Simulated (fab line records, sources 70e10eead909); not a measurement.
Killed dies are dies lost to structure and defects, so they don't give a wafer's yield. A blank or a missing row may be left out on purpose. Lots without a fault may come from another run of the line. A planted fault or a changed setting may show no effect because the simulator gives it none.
Which tool did it? | flow nand_harc | 6 lots, 18 wafers sampled, at 5 steps of a route of 1159

WHAT THE GAUGES READ, wafer by wafer
NHARC_END_SORT_01.
lot | measured | on | killed_at_array

WHICH TOOL RAN EACH LOT (tool, then ch and the chambers of the sampled wafers, then the start)
lot  | NHARC_A_CONTACT_ETCH_126             | NHARC_A_CONTACT_DEP_85          | NHARC_A_CONTACT_SOFTBAKE_03       | NHARC_A_CONTACT_ETCH_89
L889 | har_cap_etch-03 ch 0,1, day 17 07:44 | pecvd-03 ch 0,1,2, day 17 13:10 | litho_track-06 ch 0, day 17 13:00 | rie_diel-05 ch 0,3, no start
L894 | har_cap_etch-01 ch 1, day 17 16:29   | pecvd-02 ch 1,2, day 17 22:53   | litho_track-01 ch 0, day 17 23:00 | rie_diel-05 ch 1,3, no start
L898 | har_cap_etch-03 ch 0,1, day 19 18:17 | pecvd-03 ch 0,1,2, day 20 02:03 | litho_track-04 ch 0, day 20 02:00 | rie_diel-07 ch 0,2, no start
L903 | har_cap_etch-03 ch 0,1, day 20 09:14 | pecvd-03 ch 0,1, day 20 13:19   | litho_track-01 ch 0, day 20 13:00 | rie_diel-05 ch 0,1,2, no start
L907 | har_cap_etch-03 ch 0,1, day 20 16:56 | pecvd-04 ch 0,1,2, day 20 20:59 | litho_track-06 ch 0, day 20 21:00 | rie_diel-07 ch 1,2,3, no start
L908 | har_cap_etch-01 ch 0,1, day 22 03:23 | pecvd-03 ch 0,1, day 22 07:24   | litho_track-06 ch 0, day 22 07:00 | rie_diel-05 ch 0,2, no start
- NHARC_A_CONTACT_ETCH_126: etches the open film in C4F8/O2/Ar, time 155 s, target depth 956 nm.
- NHARC_A_CONTACT_DEP_85: deposits SiON, target thk 50 nm.
- NHARC_A_CONTACT_SOFTBAKE_03: time 55 s.
- NHARC_A_CONTACT_ETCH_89: etches the open film in N2/H2, target depth 260 nm, time 475.3 s.

THE ANSWER, worked out from the rows above alone
Rule: what is usual is taken from the lots themselves. Put in order of their means at a reading, lots are off if they are a third of the lots or fewer, leave a main group of 4 or more, and stand apart from it by a gap of 3 or more times the standard deviation of the main group's means; of several such gaps the widest counts. A main group whose means are all the same, to the digits that the tables above print for the reading, isn't used. A lot without any number at a reading at which 4 lots or more have one is off too. The other lots that the step has rows for count as sound.
No lot is off at any reading shown: from this, nothing can be told.

WHAT THE SIMULATOR HAD PUT IN
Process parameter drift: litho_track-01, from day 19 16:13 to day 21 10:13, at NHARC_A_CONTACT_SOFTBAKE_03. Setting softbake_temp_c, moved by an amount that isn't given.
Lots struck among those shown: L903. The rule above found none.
